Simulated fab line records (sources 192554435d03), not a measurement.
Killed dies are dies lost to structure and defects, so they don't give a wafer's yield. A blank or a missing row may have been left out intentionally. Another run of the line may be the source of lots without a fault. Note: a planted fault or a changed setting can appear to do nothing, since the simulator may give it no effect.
What tool caused it? -- flow n5-finfet -- route of 1938 steps, sampled at 1 step: 24 lots, 72 wafers

## WHAT THE GAUGES READ, wafer by wafer
N5_BEOL_M6_THK_MEAS_01. Usual: for M6_ILD_THK the level is 155.7 nm and the standard deviation is 2.
lot,measured,on,M6_ILD_THK (nm),flag
L074,day 9 22:41,film-metro-01,154.2 154.8 154.7,
L075,day 10 01:44,film-metro-02,158.3 152.6 158.2,
L076,day 10 04:28,film-metro-02,156.4 152.8 157.9,
L077,day 10 12:28,film-metro-02,150.2 153.1 154.5,
L078,day 10 17:52,film-metro-02,153.9 155.0 156.7,
L080,day 11 11:25,film-metro-02,156.3 158.1 156.5,
L079,day 11 14:19,film-metro-02,154.2 151.6 156.3,
L081,day 11 15:19,film-metro-02,153.8 153.3 157.4,
L082,day 11 19:41,film-metro-02,155.4 156.9 157.2,
L083,day 11 22:45,film-metro-02,155.5 152.7 155.2,
L084,day 12 03:19,film-metro-01,158.2 157.8 156.7,
L087,day 12 14:43,film-metro-01,153.0 157.1 155.2,
L085,day 13 01:48,film-metro-01,154.6 152.3 156.8,
L086,day 13 05:58,film-metro-02,154.1 151.9 154.8,
L089,day 13 10:53,film-metro-01,153.4 152.5 156.7,
L088,day 13 13:52,film-metro-02,156.5 159.3 159.1,
L091,day 13 17:04,film-metro-01,155.5 157.1 157.3,
L092,day 13 19:23,film-metro-01,156.6 155.4 158.7,
L090,day 14 06:49,film-metro-01,156.6 155.3 157.5,
L093,day 14 20:31,film-metro-01,154.9 153.3 158.3,
L095,day 14 20:37,film-metro-02,156.5 156.2 154.1,
L094,day 15 05:16,film-metro-02,153.5 153.6 156.7,
L096,day 15 21:34,film-metro-02,154.0 155.0 158.0,
L097,day 16 00:25,film-metro-02,157.4 160.0 157.3,

## EACH LOT AND THE TOOL THAT RAN IT (in order: tool; ch and the chambers of the sampled wafers; start)
The record shows no process step preceding these readings.

## AS READ BY THE TOOLS THEMSELVES (means over the sampled wafers that have a number; for cases with no such wafer, the mark the record gives instead)
The record holds no such reading with a usual standard deviation.

## THE ANSWER, worked out from the rows above alone
Rule: lot off if the mean of its wafers having a number is beyond 3 standard deviations from the usual mean. Also off: a lot with no number at a reading for which 4 or more lots have one. All remaining lots with rows at the step are treated as sound. Order of review: gauges by route order, followed by the tools' own readings, for which a lot's mean as printed above is used. The first step at which some lot is off is used, and at that step the reading that is off furthest; a lot without a number counts as furthest.
Nothing can be told from this: no lot is off at any reading shown.

## WHAT THE SIMULATOR HAD PUT IN
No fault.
